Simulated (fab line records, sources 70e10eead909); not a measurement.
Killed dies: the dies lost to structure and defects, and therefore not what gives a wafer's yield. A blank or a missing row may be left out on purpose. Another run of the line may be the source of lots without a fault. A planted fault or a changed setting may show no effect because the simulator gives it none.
Which tool did it? + flow nand-harc + 14 lots with 42 wafers sampled at 4 steps, on a route of 1302 steps

== WHAT EACH GAUGE READ, for each wafer ==
NHARC_END_SORT_01. Usual: killed-at-array 54, standard deviation 20; killed-at-other 0.7, standard deviation 0.94; killed-at-periphery 3.8, standard deviation 2.7; killed-dies 59, standard deviation 20; killed-open 3.5, standard deviation 1.9; killed-short 2.5, standard deviation 1.6.
| lot  | measured     | on        | killed-at-array | killed-at-other | killed-at-periphery | killed-dies | killed-open | killed-short | flag |
|------|--------------|-----------|-----------------|-----------------|---------------------|-------------|-------------|--------------|------|
| L962 | day 32 18:08 | prober-01 | 114 42 37       | 0 0 0           | 3 5 4               | 117 47 41   | 4 6 4       | 3 3 4        |      |
| L965 | day 34 03:38 | prober-01 | 68 82 143       | 3 0 2           | 9 8 3               | 80 90 148   | 5 4 4       | 4 3 3        |      |

== EACH LOT AND THE TOOL THAT RAN IT (in order: tool; ch and the chambers of the sampled wafers; start) ==
| lot  | NHARC_A_CHANNEL_FILL_D2_ALD_16   | NHARC_THIN_TSV_DEGAS_53      | NHARC_THIN_TSV_PRE_CLEAN_54  |
|------|----------------------------------|------------------------------|------------------------------|
| L942 | ald-hk-02 ch 0,1,2, day 14 02:21 | pvd-sputter-02, day 24 04:31 | pvd-sputter-02, day 24 04:37 |
| L944 | ald-hk-03 ch 1,2,3, day 14 22:32 | pvd-sputter-01, day 24 20:46 | pvd-sputter-01, day 24 20:51 |
| L945 | ald-hk-02 ch 1,2, day 14 22:34   | pvd-sputter-01, day 25 00:18 | pvd-sputter-01, day 25 00:22 |
| L943 | ald-hk-02 ch 0,2, day 15 02:48   | pvd-sputter-03, day 25 01:20 | pvd-sputter-03, day 25 01:24 |
| L946 | ald-hk-01 ch 0,2,3, day 15 10:55 | pvd-sputter-01, day 25 02:24 | pvd-sputter-01, day 25 02:29 |
| L947 | ald-hk-03 ch 0,1,2, day 15 21:42 | pvd-sputter-02, day 25 11:03 | pvd-sputter-02, day 25 11:07 |
| L949 | ald-hk-01 ch 0,3, day 17 03:38   | pvd-sputter-02, day 27 07:33 | pvd-sputter-02, day 27 07:38 |
| L951 | ald-hk-03 ch 1,2,3, day 18 00:48 | pvd-sputter-03, day 28 21:17 | pvd-sputter-03, day 28 21:21 |
| L952 | ald-hk-01 ch 0,1,2, day 18 11:01 | pvd-sputter-03, day 28 20:03 | pvd-sputter-03, day 28 20:07 |
| L955 | ald-hk-01 ch 0,1,3, day 19 03:34 | pvd-sputter-01, day 29 04:22 | pvd-sputter-01, day 29 04:27 |
| L954 | ald-hk-03 ch 0,1,3, day 19 08:34 | pvd-sputter-03, day 29 05:17 | pvd-sputter-03, day 29 05:22 |
| L958 | ald-hk-01 ch 0,1,3, day 20 15:42 | pvd-sputter-02, day 31 01:25 | pvd-sputter-02, day 31 01:30 |
| L962 | ald-hk-03 ch 0,1,3, day 22 00:51 | pvd-sputter-03, day 32 08:04 | pvd-sputter-03, day 32 08:10 |
| L965 | ald-hk-03 ch 0,1,3, day 23 15:47 | pvd-sputter-01, day 33 15:04 | pvd-sputter-01, day 33 15:07 |
- NHARC_A_CHANNEL_FILL_D2_ALD_16: deposits SiO2, target thk 1.5 nm, pulse time 10 s, ald cycles 15.
- NHARC_THIN_TSV_DEGAS_53: time 60 s.
- NHARC_THIN_TSV_PRE_CLEAN_54: time 30 s.

== AS READ BY THE TOOLS THEMSELVES (means over the sampled wafers that have a number; for cases with no such wafer, the mark the record gives instead) ==
NHARC_A_CHANNEL_FILL_D2_ALD_16. Usual: heater-power-outer-w 261 W, standard deviation 22; heater-power-w 464 W, standard deviation 35; precursor-pulse-height-rel 1.002, standard deviation 0.017.
| lot  | tool      | heater-power-outer-w (W) | heater-power-w (W) | precursor-pulse-height-rel | flag |
|------|-----------|--------------------------|--------------------|----------------------------|------|
| L942 | ald-hk-02 | 271                      | 483                | 1.018                      |      |
| L944 | ald-hk-03 | 244                      | 436                | 0.998                      |      |
| L945 | ald-hk-02 | 262                      | 476                | 1.014                      |      |
| L943 | ald-hk-02 | 283                      | 496                | 1.001                      |      |
| L946 | ald-hk-01 | 257                      | 453                | 0.999                      |      |
| L947 | ald-hk-03 | 245                      | 440                | 1.009                      |      |
| L949 | ald-hk-01 | 272                      | 482                | 0.989                      |      |
| L951 | ald-hk-03 | 241                      | 437                | 0.997                      |      |
| L952 | ald-hk-01 | 258                      | 459                | 1.002                      |      |
| L955 | ald-hk-01 | 275                      | 480                | 0.997                      |      |
| L954 | ald-hk-03 | 262                      | 461                | 1.010                      |      |
| L958 | ald-hk-01 | 275                      | 486                | 0.991                      |      |
| L962 | ald-hk-03 | 263                      | 469                | 1.007                      |      |
| L965 | ald-hk-03 | 259                      | 460                | 1.015                      |      |

NHARC_THIN_TSV_DEGAS_53. Usual: heater-power-w 467 W, standard deviation 49.
| lot  | tool           | heater-power-w (W) | flag |
|------|----------------|--------------------|------|
| L942 | pvd-sputter-02 | 501                |      |
| L944 | pvd-sputter-01 | 509                |      |
| L945 | pvd-sputter-01 | 499                |      |
| L943 | pvd-sputter-03 | 459                |      |
| L946 | pvd-sputter-01 | 440                |      |
| L947 | pvd-sputter-02 | 480                |      |
| L949 | pvd-sputter-02 | 488                |      |
| L951 | pvd-sputter-03 | 429                |      |
| L952 | pvd-sputter-03 | 460                |      |
| L955 | pvd-sputter-01 | 544                |      |
| L954 | pvd-sputter-03 | 457                |      |
| L958 | pvd-sputter-02 | 488                |      |
| L962 | pvd-sputter-03 | 420                |      |
| L965 | pvd-sputter-01 | 459                |      |

NHARC_THIN_TSV_PRE_CLEAN_54. Usual: heater-power-w 411 W, standard deviation 42.
| lot  | tool           | heater-power-w (W) | flag |
|------|----------------|--------------------|------|
| L942 | pvd-sputter-02 | 433                |      |
| L944 | pvd-sputter-01 | 453                |      |
| L945 | pvd-sputter-01 | 474                |      |
| L943 | pvd-sputter-03 | 406                |      |
| L946 | pvd-sputter-01 | 476                |      |
| L947 | pvd-sputter-02 | 433                |      |
| L949 | pvd-sputter-02 | 427                |      |
| L951 | pvd-sputter-03 | 400                |      |
| L952 | pvd-sputter-03 | 366                |      |
| L955 | pvd-sputter-01 | 467                |      |
| L954 | pvd-sputter-03 | 411                |      |
| L958 | pvd-sputter-02 | 420                |      |
| L962 | pvd-sputter-03 | 379                |      |
| L965 | pvd-sputter-01 | 381                |      |

== THE ANSWER, worked out from the rows above alone ==
Rule: lot off if the mean of its wafers having a number is beyond 3 standard deviations from the usual mean. Also off: a lot with no number at a reading for which 4 or more lots have one. Where the step has rows for the other lots, those lots are counted as sound. After the gauges, taken in route order, come the tools' own readings; for these a lot's mean is taken, as printed above. At the first step where some lot is off, the reading lying furthest off is the one used; lots without a number count as furthest.
Nothing can be told from this: no lot is off at any reading shown.

== WHAT THE SIMULATOR PUT IN ==
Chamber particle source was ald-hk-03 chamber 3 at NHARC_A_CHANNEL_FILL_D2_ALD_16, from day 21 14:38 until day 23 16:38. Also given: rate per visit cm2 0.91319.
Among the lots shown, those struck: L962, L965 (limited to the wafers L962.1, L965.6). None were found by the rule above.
